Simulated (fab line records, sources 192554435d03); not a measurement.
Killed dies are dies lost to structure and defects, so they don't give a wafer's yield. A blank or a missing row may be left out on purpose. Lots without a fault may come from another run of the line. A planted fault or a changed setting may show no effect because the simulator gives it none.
Which tool did it? | flow n5_finfet | 24 lots, 72 wafers sampled, at 4 steps of a route of 1938

WHAT THE GAUGES READ, wafer by wafer
N5_BEOL_M14_CD_MEAS_10: target cd 250 nm.
lot  | measured     | on        | cd_nm (nm)
L074 | day 11 01:39 | cd_sem-03 | 250.7 249.6 249.6
L076 | day 11 08:00 | cd_sem-03 | 252.1 253.2 253.1
L075 | day 11 09:02 | cd_sem-03 | 250.1 251.7 250.4
L077 | day 11 17:11 | cd_sem-03 | 251.4 250.6 251.0
L078 | day 11 21:47 | cd_sem-02 | 249.5 252.3 249.6
L079 | day 11 23:42 | cd_sem-01 | 249.6 250.8 250.1
L081 | day 12 23:35 | cd_sem-02 | 248.5 248.9 252.5
L080 | day 13 04:26 | cd_sem-03 | 249.6 247.4 246.4
L082 | day 13 11:01 | cd_sem-03 | 252.5 251.0 252.7
L083 | day 13 20:33 | cd_sem-02 | 253.6 248.7 248.9
L084 | day 13 21:46 | cd_sem-01 | 251.1 250.6 252.5
L086 | day 14 00:05 | cd_sem-02 | 249.7 248.2 252.5
L085 | day 14 07:12 | cd_sem-01 | 252.4 251.5 250.1
L087 | day 14 19:48 | cd_sem-02 | 247.9 247.0 250.4
L090 | day 15 11:10 | cd_sem-01 | 249.7 251.0 250.8
L088 | day 15 11:47 | cd_sem-03 | 250.6 250.3 252.4
L091 | day 15 14:47 | cd_sem-02 | 248.4 250.2 249.5
L089 | day 15 16:01 | cd_sem-03 | 252.3 251.0 249.2
L093 | day 16 08:31 | cd_sem-01 | 252.6 250.2 249.5
L092 | day 16 08:50 | cd_sem-01 | 250.0 251.4 248.5
L094 | day 16 09:01 | cd_sem-02 | 249.7 251.8 249.1
L095 | day 16 18:13 | cd_sem-02 | 249.1 249.5 250.5
L096 | day 17 18:19 | cd_sem-01 | 251.1 252.4 252.1
L097 | day 17 18:46 | cd_sem-02 | 251.6 251.4 252.0

N5_BEOL_M14_CD_MEAS_17: target cd 250 nm.
lot  | measured     | on        | cd_nm (nm)
L074 | day 11 02:11 | cd_sem-03 | 251.5 249.0 249.1
L076 | day 11 08:34 | cd_sem-03 | 255.6 254.3 254.1
L075 | day 11 09:33 | cd_sem-03 | 252.0 250.9 252.1
L077 | day 11 17:45 | cd_sem-03 | 253.2 249.5 251.8
L078 | day 11 22:19 | cd_sem-03 | 249.8 253.7 251.8
L079 | day 12 00:13 | cd_sem-01 | 251.6 250.5 251.0
L081 | day 13 00:07 | cd_sem-03 | 247.9 248.0 253.9
L080 | day 13 05:17 | cd_sem-03 | 252.6 247.7 249.5
L082 | day 13 11:34 | cd_sem-01 | 250.3 250.1 250.7
L083 | day 13 21:04 | cd_sem-03 | 253.4 249.6 248.1
L084 | day 13 22:31 | cd_sem-03 | 251.9 252.6 254.4
L086 | day 14 00:37 | cd_sem-03 | 247.8 249.6 253.4
L085 | day 14 07:44 | cd_sem-03 | 254.2 254.2 251.3
L087 | day 14 20:19 | cd_sem-01 | 248.1 248.2 251.0
L090 | day 15 11:41 | cd_sem-01 | 249.8 251.9 252.7
L088 | day 15 12:19 | cd_sem-01 | 251.2 250.8 252.8
L091 | day 15 15:19 | cd_sem-02 | 249.9 250.9 251.9
L089 | day 15 17:10 | cd_sem-03 | 253.5 251.5 250.0
L093 | day 16 09:02 | cd_sem-03 | 255.4 251.8 251.1
L092 | day 16 09:21 | cd_sem-03 | 251.2 253.0 249.9
L094 | day 16 09:49 | cd_sem-01 | 250.9 254.2 249.6
L095 | day 16 18:44 | cd_sem-03 | 250.6 250.9 251.2
L096 | day 17 18:50 | cd_sem-02 | 251.8 253.5 253.8
L097 | day 17 19:17 | cd_sem-02 | 253.4 252.5 253.8

N5_BEOL_M14_INSPECT_30: inspects for defects (macro).
lot  | measured     | on                | raw_defect_count
L074 | day 11 02:34 | defect_inspect-02 | 2 2 1
L076 | day 11 09:04 | defect_inspect-02 | 1 0 3
L075 | day 11 09:56 | defect_inspect-02 | 2 1 2
L077 | day 11 18:16 | defect_inspect-02 | 3 1 2
L078 | day 11 22:42 | defect_inspect-02 | 3 2 2
L079 | day 12 00:37 | defect_inspect-02 | 2 3 3
L081 | day 13 00:29 | defect_inspect-01 | 1 2 3
L080 | day 13 05:47 | defect_inspect-02 | 2 2 3
L082 | day 13 12:05 | defect_inspect-01 | 3 2 1
L083 | day 13 21:27 | defect_inspect-01 | 1 0 3
L084 | day 13 23:01 | defect_inspect-01 | 4 1 1
L086 | day 14 01:00 | defect_inspect-02 | 3 2 1
L085 | day 14 08:14 | defect_inspect-01 | 4 3 1
L087 | day 14 20:42 | defect_inspect-01 | 1 0 1
L090 | day 15 12:04 | defect_inspect-02 | 2 1 4
L088 | day 15 12:49 | defect_inspect-01 | 0 1 1
L091 | day 15 15:41 | defect_inspect-01 | 2 2 1
L089 | day 15 17:40 | defect_inspect-01 | 4 2 2
L093 | day 16 09:32 | defect_inspect-01 | 1 1 2
L092 | day 16 09:44 | defect_inspect-01 | 0 5 7
L094 | day 16 10:12 | defect_inspect-01 | 1 0 3
L095 | day 16 19:14 | defect_inspect-01 | 2 1 2
L096 | day 17 19:13 | defect_inspect-02 | 1 0 2
L097 | day 17 19:40 | defect_inspect-01 | 4 1 2

N5_BEOL_M14_OCD_MEAS_35.
lot  | measured     | on     | trench_depth_nm (nm)
L074 | day 11 03:20 | ocd-01 | 528 556 557
L076 | day 11 09:43 | ocd-02 | 552 527 549
L075 | day 11 11:01 | ocd-02 | 565 571 535
L077 | day 11 18:54 | ocd-01 | 565 557 563
L078 | day 11 23:20 | ocd-02 | 550 548 566
L079 | day 12 01:32 | ocd-02 | 565 561 560
L081 | day 13 01:08 | ocd-01 | 526 555 560
L080 | day 13 06:26 | ocd-02 | 539 540 577
L082 | day 13 12:43 | ocd-02 | 565 521 555
L083 | day 13 22:10 | ocd-01 | 548 571 526
L084 | day 13 23:43 | ocd-02 | 538 572 533
L086 | day 14 01:38 | ocd-02 | 526 574 572
L085 | day 14 08:53 | ocd-01 | 573 566 561
L087 | day 14 21:21 | ocd-01 | 562 565 566
L090 | day 15 12:43 | ocd-02 | 570 549 572
L088 | day 15 13:35 | ocd-01 | 568 525 546
L091 | day 15 16:27 | ocd-01 | 528 578 552
L089 | day 15 18:20 | ocd-01 | 566 557 553
L093 | day 16 10:11 | ocd-01 | 574 554 576
L092 | day 16 10:26 | ocd-01 | 558 568 562
L094 | day 16 11:22 | ocd-02 | 561 564 558
L095 | day 16 19:53 | ocd-01 | 513 546 562
L096 | day 17 20:13 | ocd-02 | 563 555 565
L097 | day 17 20:50 | ocd-01 | 576 569 555

WHICH TOOL RAN EACH LOT (tool, then ch and the chambers of the sampled wafers, then the start)
The record holds no process step before these readings.

WHAT THE TOOLS THEMSELVES READ (means of the sampled wafers that have a number; where no wafer has one, the mark that the record gives instead)
The record holds no such reading with a usual standard deviation.

THE ANSWER, worked out from the rows above alone
Rule: what is usual is taken from the lots themselves. Put in order of their means at a reading, lots are off if they are a third of the lots or fewer, leave a main group of 4 or more, and stand apart from it by a gap of 3 or more times the standard deviation of the main group's means; of several such gaps the widest counts. A main group whose means are all the same, to the digits that the tables above print for the reading, isn't used. A lot without any number at a reading at which 4 lots or more have one is off too. The other lots that the step has rows for count as sound. The gauges are gone through in route order, then the tools' own readings, and for those a lot's mean is taken as printed above. The first step at which some lot is off is used, and at that step the reading that is off furthest; a lot without a number counts as furthest.
No lot is off at any reading shown: from this, nothing can be told.

WHAT THE SIMULATOR HAD PUT IN
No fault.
